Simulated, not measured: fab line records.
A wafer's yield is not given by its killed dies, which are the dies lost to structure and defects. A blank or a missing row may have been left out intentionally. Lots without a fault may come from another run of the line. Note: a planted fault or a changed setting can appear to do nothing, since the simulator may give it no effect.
Which tool did it? ; flow n5 finfet ; 10 lots with 28 wafers sampled at 5 steps, on a route of 1938 steps

== WHAT THE GAUGES READ, wafer by wafer ==
N5_GATE_CUT_THK_MEAS_24. Usual: GC_FILL_THK typically reads 219.9 nm, with standard deviation 2.1.
lot;measured;on;GC_FILL_THK (nm);flag
L369;day 5 07:58;film metro-01;218.2 217.9 221.6;
L370;day 5 14:26;film metro-01;215.4 219.4 219.4;
L373;day 6 03:58;film metro-01;218.8 220.3 219.7;
L374;day 6 12:55;film metro-01;218.2 219.0 219.4;
L383;day 8 14:31;film metro-02;220.8 219.8;
L384;day 8 20:17;film metro-02;219.4 220.5;
L386;day 9 08:05;film metro-01;222.4 225.3 223.0;
L387;day 9 16:32;film metro-01;218.0 216.5 217.9;
L389;day 10 01:19;film metro-02;219.1 219.6 221.8;
L390;day 10 06:50;film metro-01;220.9 222.5 221.8;

N5_MOL_CONTACT_COAG_CD_MEAS_08: target cd 28 nm. Usual: cd nm reads 28.06 nm (standard deviation 0.26).
lot;measured;on;cd nm (nm);flag
L369;day 5 09:08;cd sem-03;28.42 27.71 28.60;
L370;day 5 15:35;cd sem-03;27.60 28.24 27.51;
L373;day 6 05:08;cd sem-03;28.24 28.13 27.92;
L374;day 6 14:05;cd sem-03;27.98 28.02 27.85;
L383;day 8 15:34;cd sem-01;27.66 27.85;
L384;day 8 21:21;cd sem-03;27.94 27.75;
L386;day 9 09:07;cd sem-02;28.35 28.21 28.61;
L387;day 9 17:42;cd sem-02;28.62 27.72 28.13;
L389;day 10 02:21;cd sem-01;27.66 27.98 28.01;
L390;day 10 07:53;cd sem-03;27.80 27.99 28.14;

N5_BEOL_M4_RC_MEAS_101. Usual: DIBL_N 36.3 mV/V, standard deviation 1.6; DIBL_P 36.4 mV/V, standard deviation 2.1; IOFF_N 0.16 nA/um, standard deviation 0.032; IOFF_P 0.22 nA/um, standard deviation 0.044; ION_N 675 uA/um, standard deviation 12; ION_P 463 uA/um, standard deviation 8.3; SS_N 71.6 mV/dec, standard deviation 0.64; SS_P 73.3 mV/dec, standard deviation 0.67; VT_N 250 mV, standard deviation 3.3; VT_P -250 mV, standard deviation 3.7.
lot;measured;on;DIBL_N (mV/V);DIBL_P (mV/V);IOFF_N (nA/um);IOFF_P (nA/um);ION_N (uA/um);ION_P (uA/um);SS_N (mV/dec);SS_P (mV/dec);VT_N (mV);VT_P (mV);flag
L369;day 9 17:16;prober-01;37.6 35.8 35.0;38.7 35.3 35.0;0.17 0.13 0.12;0.21 0.16 0.16;675 672 666;462 452 455;72.0 71.6 70.9;73.9 72.1 72.7;248 252 252;-250 -256 -255;
L370;day 10 10:26;prober-02;38.8 35.0 36.4;38.2 33.1 35.1;0.18 0.12 0.15;0.23 0.16 0.20;684 666 686;466 455 464;71.7 70.6 71.9;73.9 73.1 73.5;252 256 251;-247 -255 -251;
L373;day 10 15:55;prober-01;35.5 35.7 34.7;36.4 36.0 34.5;0.16 0.15 0.13;0.22 0.21 0.18;679 668 663;465 457 451;71.4 71.8 71.7;73.5 72.9 73.5;248 251 253;-251 -248 -250;
L374;day 11 12:28;prober-01;36.8 36.9 37.2;38.9 38.7 40.1;0.19 0.19 0.20;0.26 0.26 0.29;690 682 697;472 471 486;71.3 71.8 71.9;74.1 73.6 74.9;249 249 247;-248 -248 -245;
L383;day 13 21:56;prober-02;36.4 35.0;36.7 33.9;0.16 0.14;0.23 0.20;685 676;475 463;71.0 71.5;73.9 72.5;249 251;-249 -248;
L384;day 13 20:44;prober-01;38.0 34.7;37.5 33.5;0.20 0.13;0.26 0.18;699 674;471 461;72.3 71.4;74.3 74.0;246 251;-244 -251;
L386;day 14 05:22;prober-02;34.3 34.8 33.7;32.5 33.8 31.3;0.10 0.12 0.09;0.13 0.14 0.12;642 676 651;435 460 442;70.7 71.0 70.2;72.8 73.8 71.9;257 253 258;-258 -256 -259;
L387;day 14 09:46;prober-01;34.4 35.5 38.4;34.3 36.6 40.4;0.15 0.17 0.24;0.21 0.25 0.32;678 699 690;465 479 468;71.0 72.3 72.9;72.0 73.0 74.0;246 247 243;-247 -246 -243;
L389;day 15 18:29;prober-02;35.4 34.7 40.7;36.1 35.6 41.8;0.13 0.13 0.24;0.16 0.16 0.26;665 662 697;456 456 463;71.8 71.1 73.0;72.6 73.2 74.2;254 252 245;-253 -256 -247;
L390;day 16 21:25;prober-01;35.7 37.1 35.8;34.9 36.6 35.0;0.15 0.17 0.15;0.21 0.23 0.21;665 670 680;459 462 463;71.9 72.6 72.4;72.9 73.0 72.9;250 248 253;-250 -248 -251;

== WHICH TOOL RAN EACH LOT (tool, then ch and the chambers of the sampled wafers, then the start) ==
lot;N5_GATE_CUT_CMP_23;N5_MOL_CONTACT_COAG_ETCH_59
L369;cmp-02 ch 0,2,3, day 5 07:41;rie diel-06 ch 0,2,3, day 5 09:36
L370;cmp-01 ch 0,3, day 5 14:08;rie diel-06 ch 2,3, day 5 15:53
L373;cmp-04 ch 0,1,3, day 6 03:46;rie diel-03 ch 0,1,3, day 6 05:17
L374;cmp-02 ch 0,1,2, day 6 12:40;rie diel-02 ch 1,2,3, day 6 14:14
L383;cmp-04 ch 0,3, day 8 14:20;rie diel-02 ch 0,2, day 8 15:43
L384;cmp-02 ch 1,3, day 8 20:04;rie diel-02 ch 0,3, day 8 21:49
L386;cmp-02 ch 0,3, day 9 07:49;rie diel-02 ch 2,3, day 9 09:16
L387;cmp-04 ch 0,2,3, day 9 16:19;rie diel-06 ch 0,1,3, day 9 17:53
L389;cmp-01 ch 1,2,3, day 10 01:03;rie diel-03 ch 0,1,2, day 10 02:30
L390;cmp-02 ch 1,2,3, day 10 06:40;rie diel-03 ch 0,1,3, day 10 08:28
- N5_GATE_CUT_CMP_23: polishes, stops on SiO2, t overpolish 23.4 s, target thk 16 nm.
- N5_MOL_CONTACT_COAG_ETCH_59: etches underlayer in N2/H2, target depth 13 nm, time 10.4 s.

== AS READ BY THE TOOLS THEMSELVES (means over the sampled wafers that have a number; for cases with no such wafer, the mark the record gives instead) ==
N5_GATE_CUT_CMP_23. Usual: motor current A 9.3 A, standard deviation 1.1; overpolish run s 23.400 s, standard deviation 0.0099; retaining ring pressure frac 1.000, standard deviation 0.005; time to endpoint s 18.9 s, standard deviation 2.1.
lot;tool;motor current A (A);overpolish run s (s);retaining ring pressure frac;time to endpoint s (s);flag
L369;cmp-02;10.5;23.407;1.002;20.2;
L370;cmp-01;9.1;23.391;1.002;19.0;
L373;cmp-04;8.8;23.396;0.999;18.2;
L374;cmp-02;9.7;23.400;1.001;18.0;
L383;cmp-04;9.8;23.404;1.005;18.4;
L384;cmp-02;9.6;23.394;0.998;18.2;
L386;cmp-02;10.9;23.405;1.001;18.2;
L387;cmp-04;9.3;23.394;1.001;17.6;
L389;cmp-01;8.9;23.393;0.999;18.9;
L390;cmp-02;9.4;23.410;1.002;19.9;

N5_MOL_CONTACT_COAG_ETCH_59. Usual: bias w 150.0 W (standard deviation 0.44); drypump motor current A 5.8 A (standard deviation 0.53); etch rf on time s 10.37 s (standard deviation 0.27); oes product au 0.63 a.u. (standard deviation 0.064); rf vpp V 524.0 V (standard deviation 2.8); showerhead plenum p Torr 2.55 Torr (standard deviation 0.096); throttle valve pct 17.9 % (standard deviation 0.31).
lot;tool;bias w (W);drypump motor current A (A);etch rf on time s (s);oes product au (a.u.);rf vpp V (V);showerhead plenum p Torr (Torr);throttle valve pct (%);flag
L369;rie diel-06;149.8;6.2;10.51;0.62;526.0;2.64;18.0;
L370;rie diel-06;149.9;6.3;10.61;0.60;526.2;2.64;18.0;
L373;rie diel-03;150.1;5.7;10.35;0.61;522.8;2.53;18.0;
L374;rie diel-02;149.9;5.7;10.40;0.62;522.1;2.49;17.9;
L383;rie diel-02;150.1;5.7;11.21;0.67;526.2;2.59;17.5;OFF
L384;rie diel-02;150.4;6.2;11.30;0.69;524.1;2.57;17.4;OFF
L386;rie diel-02;149.8;6.0;11.94;0.56;521.9;2.45;17.7;OFF
L387;rie diel-06;150.2;6.0;10.57;0.60;526.4;2.62;17.9;
L389;rie diel-03;149.8;5.5;10.23;0.69;523.0;2.52;17.9;
L390;rie diel-03;150.2;5.6;10.06;0.68;523.4;2.51;17.9;

== THE ANSWER, worked out from the rows above alone ==
Rule: lot off if the mean of its wafers having a number is beyond 3 standard deviations from the usual mean. A lot without any number at a reading at which 4 lots or more have one is off too. Any other lot the step has rows for is counted as sound. After the gauges, taken in route order, come the tools' own readings; for these a lot's mean is taken, as printed above. At the first step where some lot is off, the reading lying furthest off is the one used; lots without a number count as furthest.
Off: L383, L384, L386 (N5_MOL_CONTACT_COAG_ETCH_59, etch rf on time s).
If a tool, at that step or one of the process steps before it, ran each lot that is off and ran no sound lot following the first of them, it fits. One fits: rie diel-02 at N5_MOL_CONTACT_COAG_ETCH_59. A fault onset in the window from L374 (day 6 14:14, its last sound lot) to L383 (day 8 15:43, its first lot off) fits.
The tool's own readings at N5_MOL_CONTACT_COAG_ETCH_59 bear it out: on the lots that are off they differ by more than 5 times the standard deviation of the sound lots' means. etch rf on time s reads 11.48 s there against 10.39 s on the sound lots; throttle valve pct reads 17.5 % there against 17.9 % on the sound lots.

== WHAT THE SIMULATOR HAD PUT IN ==
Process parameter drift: rie diel-02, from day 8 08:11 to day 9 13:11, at N5_MOL_CONTACT_COAG_ETCH_59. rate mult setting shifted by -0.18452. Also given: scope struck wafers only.
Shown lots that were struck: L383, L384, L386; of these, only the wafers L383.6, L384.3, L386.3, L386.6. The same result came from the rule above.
